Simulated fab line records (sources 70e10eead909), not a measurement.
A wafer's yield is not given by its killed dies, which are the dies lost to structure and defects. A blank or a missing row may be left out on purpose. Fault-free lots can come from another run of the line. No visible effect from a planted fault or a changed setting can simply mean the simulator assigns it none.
fab line records + flow nand-harc
record
- lots=6
- wafers=18
- last-day=34
route steps=1302 shown A_STAIRCASE@844
lots untouched by any fault: they come from a run of this same line in which no faults occurred
start-h: hours from the record's first day to the start of the lot's first wafer shown + wait-h: hours elapsed since this lot's preceding step + " same as the row above + L1.1+2: one row covering several wafers at once + - either no value or no given start + * or withheld: withheld + < > ~ a bound
route shown NAME@n: a module of which the file shows steps, and the number in the route of the first + usual: mean/standard deviation of fault-free wafers + same: alike in all rows + chamber/n: place in a boat + sites: the reading at each site + _std_site: the standard deviation of these + _edge_site: inner sites' mean taken away from outer sites' mean + radius-mm: how far each site lies from the wafer's centre + mask NAME#n: copy n + behind: the most recent tool/chamber to have shaped the wafer + hold: cause of the lot's hold/its duration in hours/its outcome + device: transistor that didn't switch, given as n, p or np + end of line: the tests these same wafers got at the end of their route + a step without rows: its recipe alone + killed: dies lost to structure and defects at the first sort, not the wafer's yield + map: a wafer's dies, marking killed ones x, the rest . and places with no die _
set.NAME: the run value of the setting; set.NAME@STEP: its run value at that earlier step + model.NAME: the simulator's own value behind a step, which no gauge read
lots at selected steps of the route; one table per step, one row per wafer
services: the hour from which a tool's chamber was out of use, counted from the record's first day as start-h (under 0 if before that day), plus the number of hours and why
## steps
# step NHARC_A_STAIRCASE_DEP_417
# recipe
- target-thk-a=600
- step-coverage-pct=20
- temp-c=400
- target-thk-nm=60
- flow-sccm=200
- rf-w=450
- material=Si3N4
# usual
- heater-power-w=735/120
| lot.wafer | tool     | chamber | start-h | wait-h | heater-power-w |
|-----------|----------|---------|---------|--------|----------------|
| L144.1    | pecvd-01 | 2       | 440.31  | -      | 731            |
| L144.2    | "        | 0       | "       | "      | 622            |
| L144.6    | "        | 2       | "       | "      | 741            |
| L149.1    | pecvd-03 | 2       | 503.33  | -      | 797            |
| L149.4    | "        | 2       | "       | "      | 799            |
| L149.3    | "        | 1       | "       | "      | 728            |
| L150.2    | pecvd-04 | 0       | 511.75  | -      | 847            |
| L150.1    | "        | 1       | "       | "      | 585            |
| L150.6    | "        | 1       | "       | "      | 593            |
| L154.2    | pecvd-04 | 0       | 540.02  | -      | 858            |
| L154.5    | "        | 2       | "       | "      | 703            |
| L154.4    | "        | 0       | "       | "      | 890            |
| L157.2    | pecvd-03 | 1       | 576.60  | -      | 769            |
| L157.5    | "        | 1       | "       | "      | 770            |
| L157.4    | "        | 0       | "       | "      | 635            |
| L161.2    | pecvd-01 | 1       | 626.87  | -      | 879            |
| L161.4    | "        | 0       | "       | "      | 559            |
| L161.6    | "        | 1       | "       | "      | 922            |
# step NHARC_A_STAIRCASE_WET_418
# recipe
- temp-c=160
- target-depth-a=200
- chemistry=H3PO4
# step NHARC_A_STAIRCASE_PRECLEAN_419
# recipe
- time-s=*
- temp-c=50
- bath-age-min=0
- chemistry=SC1
# step NHARC_A_STAIRCASE_SRD_421
# step NHARC_A_STAIRCASE_ALD_420
# recipe
- target-thk-a=200
- pulse-time-s=6
- ald-cycles=200
- temp-c=300
- material=SiO2
# usual
- heater-power-w=457/52
- precursor-pulse-height-rel=0.998/0.02
| lot.wafer | tool      | chamber | start-h | wait-h | heater-power-w | precursor-pulse-height-rel |
|-----------|-----------|---------|---------|--------|----------------|----------------------------|
| L144.1    | ald-hk-02 | 0       | 443.18  | -      | 522            | 1.010                      |
| L144.2    | "         | 1       | "       | "      | 397            | 0.984                      |
| L144.6    | "         | 3       | "       | "      | 452            | 1.000                      |
| L149.1    | ald-hk-02 | 3       | 506.18  | -      | 449            | 1.025                      |
| L149.3    | "         | 0       | "       | "      | 527            | 0.997                      |
| L149.4    | "         | 1       | "       | "      | 396            | 0.997                      |
| L150.1    | ald-hk-02 | 0       | 514.78  | -      | 514            | 0.999                      |
| L150.2    | "         | 1       | "       | "      | 398            | 0.981                      |
| L150.6    | "         | 3       | "       | "      | 460            | 1.023                      |
| L154.4    | ald-hk-01 | 2       | 542.85  | -      | 466            | 0.999                      |
| L154.2    | "         | 0       | "       | "      | 432            | 1.026                      |
| L154.5    | "         | 1       | "       | "      | 423            | 0.965                      |
| L157.2    | ald-hk-04 | 3       | 583.23  | -      | 514            | 0.989                      |
| L157.4    | "         | 1       | "       | "      | 472            | 1.026                      |
| L157.5    | "         | 3       | "       | "      | 514            | 1.005                      |
| L161.2    | ald-hk-04 | 1       | 629.70  | -      | 456            | 0.986                      |
| L161.4    | "         | 3       | "       | "      | 485            | 1.000                      |
| L161.6    | "         | 1       | "       | "      | 436            | 0.999                      |
# step NHARC_A_STAIRCASE_CVD_552
# recipe
- target-thk-a=400
- temp-c=700
- pressure-mtorr=300
- material=SiNx
# step NHARC_A_STAIRCASE_DEP_151
# recipe
- target-thk-a=72000
- temp-c=400
- target-thk-nm=7200
- teos-flow-sccm=200
- rf-w=500
- material=SiO2
# step NHARC_A_STAIRCASE_ANNEAL_320
# recipe
- temp-c=750
- time-s=1800
# step NHARC_A_STAIRCASE_DEP_322
# recipe
- target-thk-a=72000
- temp-c=400
- target-thk-nm=7200
- teos-flow-sccm=200
- rf-w=500
- material=SiO2
# usual
- heater-power-w=667/130
- mfc-precursor-sccm=200.0/0.57
| lot.wafer | tool     | chamber | start-h | wait-h | heater-power-w | mfc-precursor-sccm |
|-----------|----------|---------|---------|--------|----------------|--------------------|
| L144.2    | pecvd-01 | 0       | 460.50  | 0.3    | 602            | 199.1              |
| L144.1    | "        | 1       | "       | "      | 885            | 199.5              |
| L144.6    | "        | 0       | "       | "      | 509            | 198.2              |
| L149.3    | pecvd-04 | 0       | 521.62  | 0.2    | 806            | 199.3              |
| L149.1    | "        | 1       | "       | "      | 496            | 200.2              |
| L149.4    | "        | 1       | "       | "      | 477            | 200.8              |
| L150.2    | pecvd-01 | 2       | 530.39  | 0.2    | 780            | 200.7              |
| L150.1    | "        | 0       | "       | "      | 545            | 200.5              |
| L150.6    | "        | 0       | "       | "      | 479            | 201.5              |
| L154.2    | pecvd-01 | 2       | 563.25  | 0.2    | 685            | 200.0              |
| L154.4    | "        | 2       | "       | "      | 639            | 200.2              |
| L154.5    | "        | 0       | "       | "      | 475            | 199.5              |
| L157.2    | pecvd-01 | 1       | 598.89  | 0.2    | 963            | 199.6              |
| L157.4    | "        | 1       | "       | "      | 801            | 199.5              |
| L157.5    | "        | 2       | "       | "      | 648            | 199.3              |
| L161.2    | pecvd-01 | 0       | 648.24  | 0.2    | 544            | 200.4              |
| L161.4    | "        | 2       | "       | "      | 655            | 200.3              |
| L161.6    | "        | 1       | "       | "      | 769            | 199.3              |
# step NHARC_A_STAIRCASE_ANNEAL_323
# recipe
- temp-c=750
- time-s=1800
# step NHARC_A_STAIRCASE_DEP_325
# recipe
- target-thk-a=72000
- temp-c=400
- target-thk-nm=7200
- teos-flow-sccm=200
- rf-w=500
- material=SiO2
# usual
- heater-power-w=669/120
- mfc-precursor-sccm=199.9/0.59
| lot.wafer | tool     | chamber | start-h | wait-h | heater-power-w | mfc-precursor-sccm |
|-----------|----------|---------|---------|--------|----------------|--------------------|
| L144.1    | pecvd-04 | 0       | 469.67  | 0.1    | 779            | 200.0              |
| L144.2    | "        | 2       | "       | "      | 782            | 200.6              |
| L144.6    | "        | 0       | "       | "      | 707            | 199.6              |
| L149.3    | pecvd-04 | 2       | 528.66  | 0.1    | 747            | 67.7               |
| L149.1    | "        | 0       | "       | "      | 841            | 199.6              |
| L149.4    | "        | 2       | "       | "      | 652            | 67.7               |
| L150.1    | pecvd-04 | 1       | 538.81  | 0.1    | 593            | 199.8              |
| L150.2    | "        | 2       | "       | "      | 765            | 67.4               |
| L150.6    | "        | 1       | "       | "      | 468            | 200.6              |
| L154.2    | pecvd-03 | 1       | 573.31  | 0.1    | 803            | 200.6              |
| L154.5    | "        | 1       | "       | "      | 651            | 200.5              |
| L154.4    | "        | 0       | "       | "      | 588            | 199.2              |
| L157.2    | pecvd-04 | 0       | 606.67  | 0.2    | 756            | 200.7              |
| L157.5    | "        | 0       | "       | "      | 707            | 200.6              |
| L157.4    | "        | 1       | "       | "      | 459            | 200.1              |
| L161.2    | pecvd-01 | 0       | 657.15  | 0.2    | 608            | 199.5              |
| L161.4    | "        | 2       | "       | "      | 638            | 199.5              |
| L161.6    | "        | 0       | "       | "      | 480            | 200.4              |
# step NHARC_A_STAIRCASE_ANNEAL_326
# recipe
- temp-c=750
- time-s=1800
# step NHARC_A_STAIRCASE_DEHYDRATE_433
# recipe
- temp-c=150
- time-s=120
# step NHARC_A_STAIRCASE_HMDS_434
# recipe
- time-s=30
# step NHARC_A_STAIRCASE_COAT_435
# recipe
- spin-rpm=1200
# step NHARC_A_STAIRCASE_SOFTBAKE_436
# recipe
- temp-c=135
- time-s=170
# step NHARC_A_STAIRCASE_EBR_437
# step NHARC_A_STAIRCASE_EXPOSE_438
# recipe
- na=0.5
- dose-mj=28.97
- mask-id=STAIR_REV
# step NHARC_A_STAIRCASE_PEB_439
# recipe
- peb-temp-c=115
- peb-time-s=130
# step NHARC_A_STAIRCASE_DEVELOP_440
# recipe
- time-s=140
# step NHARC_A_STAIRCASE_HARDBAKE_442
# recipe
- temp-c=120
- time-s=140
# step NHARC_A_STAIRCASE_DESCUM_443
# recipe
- time-s=3
- o2-flow-sccm=200
- ar-flow-sccm=0
- bias-power-w=0
- chemistry=O2
# step NHARC_A_STAIRCASE_ETCH_444
# recipe
- target-depth-a=2.04e+05
- time-s=6800
- c4f8-flow-sccm=20
- o2-flow-sccm=10
- ar-flow-sccm=withheld
- rf-w=600
- bias-w=1000
- chemistry=C4F8/O2
# usual
- oes-product-au=0.943/0.023
- rf-vpp-V=808/5.4
| lot.wafer | tool        | chamber | start-h | wait-h | oes-product-au | rf-hours-counter-h | rf-vpp-V |
|-----------|-------------|---------|---------|--------|----------------|--------------------|----------|
| L144.2    | rie-diel-03 | 2       | 478.26  | 0.7    | 0.940          | 7                  | 815      |
| L144.1    | "           | 3       | "       | "      | 0.990          | 3                  | 806      |
| L144.6    | "           | 2       | 480.18  | 2.6    | 0.949          | -                  | 815      |
| L149.4    | rie-diel-03 | 3       | 539.19  | 0.5    | 0.964          | 21                 | 805      |
| L149.3    | "           | 0       | "       | "      | 0.921          | 24                 | 805      |
| L149.1    | "           | 1       | "       | "      | 0.932          | 20                 | 810      |
| L150.2    | rie-diel-03 | 2       | 549.80  | 0.1    | 0.910          | 30                 | 817      |
| L150.1    | "           | 0       | "       | "      | 0.931          | 27                 | 805      |
| L150.6    | "           | 2       | "       | "      | 0.906          | -                  | 816      |
| L154.2    | rie-diel-01 | 2       | 583.08  | 1.0    | 0.957          | 5                  | 816      |
| L154.4    | "           | 3       | "       | "      | 0.939          | 5                  | 800      |
| L154.5    | "           | 1       | "       | "      | 0.985          | -                  | 806      |
| L157.4    | rie-diel-03 | 2       | 617.33  | 0.6    | 0.930          | 51                 | 815      |
| L157.2    | "           | 0       | "       | "      | 0.946          | 46                 | 804      |
| L157.5    | "           | 1       | "       | "      | 0.928          | -                  | 810      |
| L161.2    | rie-diel-07 | 1       | 665.64  | 0.7    | 0.952          | 2                  | 815      |
| L161.4    | "           | 3       | "       | "      | 0.946          | 2                  | 812      |
| L161.6    | "           | 1       | "       | "      | 0.957          | -                  | 816      |
# step NHARC_A_STAIRCASE_STRIP_446
# recipe
- power-w=1500
- temp-c=250
- chemistry=O2
# usual
- drypump-motor-current-A=5.6/0.4
- heater-power-w=340/33
- rf-refl-power-W=20/3.4
| lot.wafer | tool            | chamber | start-h | wait-h | hold                     | drypump-motor-current-A | heater-power-w | rf-hours-counter-h | rf-refl-power-W |
|-----------|-----------------|---------|---------|--------|--------------------------|-------------------------|----------------|--------------------|-----------------|
| L144.1    | plasma-asher-01 | 1       | 483.01  | 0.0    | -                        | 5.7                     | 347            | 24                 | 27              |
| L144.2    | "               | 0       | "       | "      | -                        | 5.0                     | 403            | 24                 | 18              |
| L144.6    | "               | 1       | "       | "      | -                        | 5.7                     | 347            | -                  | 27              |
| L149.1    | plasma-asher-01 | 1       | 546.35  | 3.1    | await-dispo/2.5h/release | 5.7                     | 354            | 0                  | 26              |
| L149.3    | "               | 1       | "       | "      | await-dispo/2.5h/release | 5.7                     | 360            | -                  | 26              |
| L149.4    | "               | 0       | "       | "      | await-dispo/2.5h/release | 5.0                     | 364            | -                  | 19              |
| L150.1    | plasma-asher-02 | 1       | 555.49  | 1.2    | await-dispo/1.1h/release | 6.1                     | 302            | 27                 | 17              |
| L150.2    | "               | 0       | "       | "      | await-dispo/1.1h/release | 5.7                     | 322            | 27                 | 19              |
| L150.6    | "               | 0       | "       | "      | await-dispo/1.1h/release | 5.7                     | 319            | -                  | 20              |
| L154.2    | plasma-asher-02 | 1       | 586.60  | 0.1    | -                        | 6.2                     | 301            | 33                 | 17              |
| L154.4    | "               | 0       | "       | "      | -                        | 5.6                     | 328            | -                  | 18              |
| L154.5    | "               | 1       | "       | "      | -                        | 6.1                     | 294            | -                  | 17              |
| L157.2    | plasma-asher-02 | 0       | 621.36  | 0.1    | -                        | 5.6                     | 307            | 2                  | 19              |
| L157.4    | "               | 1       | "       | "      | -                        | 6.2                     | 300            | -                  | 18              |
| L157.5    | "               | 0       | "       | "      | -                        | 5.6                     | 305            | -                  | 19              |
| L161.2    | plasma-asher-02 | 1       | 669.58  | 0.0    | -                        | 6.2                     | 298            | 11                 | -               |
| L161.4    | "               | 1       | "       | "      | -                        | 6.1                     | 306            | -                  | -               |
| L161.6    | "               | 0       | "       | "      | -                        | 5.6                     | 305            | -                  | -               |
## services
| tool            | chamber | start-h | hours | kind   |
|-----------------|---------|---------|-------|--------|
| plasma-asher-02 | -       | 426.55  | 9.0   | pm     |
| ald-hk-04       | -       | 435.09  | 10.0  | pm     |
| pecvd-04        | 2       | 443.61  | 13.2  | repair |
| pecvd-04        | -       | 450.12  | 13.0  | pm     |
| rie-diel-03     | 3       | 455.41  | 17.4  | repair |
| rie-diel-03     | -       | 458.34  | 9.0   | pm     |
| rie-diel-07     | -       | 472.85  | 9.0   | pm     |
| ald-hk-01       | -       | 475.03  | 10.0  | pm     |
| rie-diel-03     | 1       | 476.61  | 8.3   | repair |
| pecvd-01        | -       | 492.10  | 13.0  | pm     |
| pecvd-04        | 2       | 513.78  | 3.5   | repair |
| plasma-asher-01 | -       | 533.92  | 9.0   | pm     |
| rie-diel-07     | 1       | 533.96  | 17.1  | repair |
| pecvd-03        | -       | 547.09  | 13.0  | pm     |
| pecvd-01        | 2       | 568.58  | 2.3   | repair |
| plasma-asher-01 | -       | 569.25  | 0.5   | repair |
| plasma-asher-02 | -       | 603.55  | 9.0   | pm     |
| pecvd-03        | 2       | 610.59  | 5.0   | repair |
| ald-hk-04       | -       | 626.43  | 1.6   | repair |
| pecvd-04        | -       | 631.12  | 13.0  | pm     |
| rie-diel-03     | -       | 635.34  | 9.0   | pm     |
| pecvd-03        | 1       | 638.90  | 6.7   | repair |
| pecvd-04        | -       | 644.23  | 1.3   | repair |
| pecvd-03        | 1       | 668.18  | 3.3   | repair |
## key
first-sign
- step=NHARC_A_STAIRCASE_DEP_325
- reading=mfc-precursor-sccm
- direction=down
- sigmas=99+
- usual=199.9
- struck=67.6
effect none on later readings
met-at NHARC_A_STAIRCASE_DEP_325
struck-wafers L149.3,L149.4,L150.2
later-rows-left-out L149.3,L149.4,L150.2
sort-left-out L149.3,L149.4,L150.2
tester-left-out L149,L150
onset-between 469.67 528.66
fault
- kind=process-parameter-drift
- tool=pecvd-04
- chamber=2
- onset-h=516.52
- steps=NHARC_A_STAIRCASE_DEP_325
- channel=teos-flow-sccm
- offset=*
- shape=step
- end-h=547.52
- acts-in=*
- stated=*
# tester-left-out: of these lots the tester's yield and bins aren't shown, on N5 and GAA mostly nor the transistor test; their killed dies are dies lost to structure and defects alone, not to doping, threshold or leakage, so they don't give the yield
# sort-left-out: the simulated sort isn't trusted on such a fault, so these wafers' sort isn't shown, and their yield isn't known
# later-rows-left-out: the simulator's readings of these wafers behind a module that went badly wrong aren't trusted and aren't shown, but for the sort
